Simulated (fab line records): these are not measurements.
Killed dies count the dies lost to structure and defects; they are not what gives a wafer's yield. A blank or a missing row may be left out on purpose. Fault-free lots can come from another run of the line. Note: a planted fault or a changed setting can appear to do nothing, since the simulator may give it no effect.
A struck lot beside a sound one    flow n5 finfet    23 out of 1938 route steps
Sound: the wafers L396.2, L396.4, L396.6. Wafers L408.2, L408.5 were the ones struck. Last of all comes the cause.
At each step with rows: each side's tool, then ch and its chambers, then its first start. Under that, the readings that differ: sound wafers    struck wafers    difference of the means    sigmas: that difference in standard deviations of wafers without a fault.
alike: a reading whose means differ by less than 2 such deviations, as well as words and numbers matching on both sides. not compared: withheld readings; readings where some wafer has no value; bounds like >300 that might hide an equal value; numbers whose values overlap and for which the record gives no deviation.
A row with sigmas, a row that says differs or no value, or rows on one side alone: a step with any of these is where the two part. When numbers do not overlap yet have no deviation, they are printed without sigmas and do not part them. A reading that every wafer of one side lacks parts them only if that side has two wafers or more.

first, 11 steps without rows for these wafers: N5_BEOL_M7_ETCH_62 (etches SOC in N2/H2, target depth 110 nm, overetch 22 nm, time 165 s); N5_BEOL_M7_STRIP_68 (strips in N2/H2); N5_BEOL_M7_STRIP_67 (strips in CF4); N5_BEOL_M7_HM_OPEN_17 (chemistry Cl2/BCl3, target TiN, target depth 20 nm, overetch 6 nm); N5_BEOL_M7_STRIP_19 (strips in O2); N5_BEOL_M7_COAT_63 (time 60 s, resist thk 60 nm); N5_BEOL_M7_COAT_64 (time 60 s, resist thk 12 nm); N5_BEOL_M7_COAT_71 (time 60 s, resist thk 5 nm); N5_BEOL_M7_COAT_22 (resist thk 30 nm); N5_BEOL_M7_EBR_24; N5_BEOL_M7_SOFTBAKE_23 (time 60 s).
N5_BEOL_M7_EXPOSE_25: exposes mask V6, target cd 40 nm.
  sound on euv scanner-01 ch 0, day 9 16:56; struck on euv scanner-01 ch 0, day 12 04:56
  alike: mask, stage msd nm
then, 2 steps without rows for these wafers: N5_BEOL_M7_PEB_26 (peb time 60 s); N5_BEOL_M7_DEVELOP_27 (develop time 30 s).
N5_BEOL_M7_CD_MEAS_28: the cd target is 40 nm.
  sound on cd sem-01 ch 0, day 9 17:04; struck on cd sem-01 ch 0, day 12 05:04
reading     sound              struck       difference  sigmas
cd nm (nm)  39.66 39.96 39.41  38.66 38.97  -0.86       -3
N5_BEOL_M7_DESCUM_33: chemistry O2, time 7 s.
  sound on rie diel-03 ch 1,2,3, day 9 17:11; struck on rie diel-04 ch 0,2, day 12 05:11
reading                   sound           struck   difference  sigmas
model.BEOL_M7.cd nm (nm)  39.8 39.8 39.6  39 39.4  -1          
  alike: drypump motor current A, oes product au, rf vpp V, showerhead plenum p Torr, throttle valve pct
  not compared: rf hours counter h
then, 5 steps without rows for these wafers: N5_BEOL_M7_ETCH_72 (etches underlayer in N2/H2, target depth 6.5 nm, time 5.2 s); N5_BEOL_M7_ETCH_65 (etches SiARC in CF4, target depth 15.6 nm, time 26 s); N5_BEOL_M7_ETCH_66 (etches SOC in N2/H2, target depth 80 nm, overetch 16 nm, time 120 s); N5_BEOL_M7_STRIP_69 (strips in N2/H2); N5_BEOL_M7_STRIP_73 (strips in N2/H2).
N5_BEOL_M7_VIA_ETCH_34: etches SiCOH lowk in C4F6/O2, target depth 125.5 nm, time 50.5 s.
  sound on rie diel-03 ch 1,2,3, day 9 17:22; struck on rie diel-04 ch 0,2, day 12 05:22
  alike: drypump motor current A, oes product au, rf vpp V, showerhead plenum p Torr, throttle valve pct
  not compared: rf hours counter h, model.BEOL_M7.cd nm
then, 1 step without rows for these wafers: N5_BEOL_M7_STRIP_76 (strips in C4F6/O2).

WHERE THEY PART
N5_BEOL_M7_CD_MEAS_28 only, going by this record. Later steps at which nothing parts them and some readings are alike: N5_BEOL_M7_DESCUM_33, N5_BEOL_M7_VIA_ETCH_34.

WHY: the cause the simulator had injected
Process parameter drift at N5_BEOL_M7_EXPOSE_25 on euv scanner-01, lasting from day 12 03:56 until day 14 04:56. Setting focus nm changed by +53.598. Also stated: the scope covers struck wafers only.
